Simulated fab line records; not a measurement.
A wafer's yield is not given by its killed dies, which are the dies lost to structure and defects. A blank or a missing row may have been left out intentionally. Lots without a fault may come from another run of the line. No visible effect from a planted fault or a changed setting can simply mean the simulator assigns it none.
A struck lot beside a sound one || flow n5 finfet || 14 out of 1938 route steps
Sound: the wafers L610.1, L610.5, L610.6. Struck: wafer L629.3 (left out: L629.1, a lot-mate that was not struck); the cause follows at the end.
Each step with rows lists, per side, the tool, then ch with its chambers, then its first start. Under that, the readings that differ: sound wafers || struck wafers || difference of the means || sigmas: that difference in standard deviations of wafers without a fault.
alike: readings with means less than 2 such deviations apart, plus words and numbers identical on both sides. not compared: withheld readings, readings lacking a value on some wafer, bounds such as >300 that could conceal the same value, and numbers that have no deviation in the record and whose values overlap.
A row with sigmas, a row that says differs or no value, or rows on one side alone: a step with any of these is where the two part. When numbers do not overlap yet have no deviation, they are printed without sigmas and do not part them. A reading that every wafer of one side lacks parts them only if that side has two wafers or more.

first, 8 steps without rows for these wafers: N5_BEOL_M10_COAT_59 (time 60 s, resist thk 100 nm); N5_BEOL_M10_COAT_60 (time 60 s, resist thk 30 nm); N5_BEOL_M10_COAT_05 (resist thk 90 nm); N5_BEOL_M10_EBR_07; N5_BEOL_M10_SOFTBAKE_06 (time 60 s); N5_BEOL_M10_EXPOSE_08 (exposes mask M10); N5_BEOL_M10_PEB_09 (peb time 60 s); N5_BEOL_M10_DEVELOP_10 (develop time 30 s).
N5_BEOL_M10_CD_MEAS_11: target cd 64.1 nm.
  sound on cd sem-01 ch 0, day 9 18:43; struck on cd sem-02 ch 0, day 15 02:34
{"reading": "cd nm (nm)", "sound": "63.5 63.8 63.4", "struck": 65.3, "difference": "+1.7", "sigmas": "+2"}
N5_BEOL_M10_OVL_MEAS_12:
  sound on overlay-01 ch 0, day 9 18:44; struck on overlay-01 ch 0, day 15 02:35
  alike: M10_OVL
N5_BEOL_M10_INSPECT_13: inspects for defects (brightfield).
  sound on defect inspect-02, day 9 18:46; struck on defect inspect-01, day 15 02:37
  alike: raw defect count
N5_BEOL_M10_DESCUM_16: chemistry O2, time 7.9 s.
  sound on rie diel-01 ch 1,3, day 9 18:48; struck on rie diel-01 ch 2, day 15 02:42
  alike: chamber pressure mTorr, drypump motor current A, o2 flow sccm, oes product au, rf vpp V, showerhead plenum p Torr, throttle valve pct
  not compared: rf hours counter h
N5_BEOL_M10_ETCH_61: etches SiARC in CF4, target depth 39 nm, time 65 s.
  sound on rie diel-01 ch 1,3, day 9 18:50; struck on rie diel-01 ch 2, day 15 02:44
{"reading": "chamber pressure mTorr (mTorr)", "sound": "40.08 39.99 40.01", "struck": 39.94, "difference": -0.09, "sigmas": -2}
{"reading": "etch rf on time s (s)", "sound": "65.1 66.8 65.5", "struck": 40.9, "difference": -24.9, "sigmas": -10}
{"reading": "oes product au (a.u.)", "sound": "0.62 0.69 0.61", "struck": 0.98, "difference": "+0.34", "sigmas": "+5"}
  alike: drypump motor current A, rf vpp V, showerhead plenum p Torr, throttle valve pct
  not compared: rf hours counter h
N5_BEOL_M10_ETCH_62: etches SOC in N2/H2, target depth 110 nm, overetch 22 nm, time 165 s.
  sound on rie diel-01 ch 1,3, day 9 18:53; struck on rie diel-01 ch 2, day 15 02:47
{"reading": "chamber pressure mTorr (mTorr)", "sound": "30.012 30.008 29.999", "struck": 29.949, "difference": -0.057, "sigmas": -2}
  alike: drypump motor current A, n2 flow sccm, oes product au, rf vpp V, showerhead plenum p Torr, throttle valve pct
  not compared: rf hours counter h

## WHERE THEY PART
Earliest at N5_BEOL_M10_CD_MEAS_11; latest, in this record, at N5_BEOL_M10_ETCH_62.

WHY: whatever the simulator had introduced
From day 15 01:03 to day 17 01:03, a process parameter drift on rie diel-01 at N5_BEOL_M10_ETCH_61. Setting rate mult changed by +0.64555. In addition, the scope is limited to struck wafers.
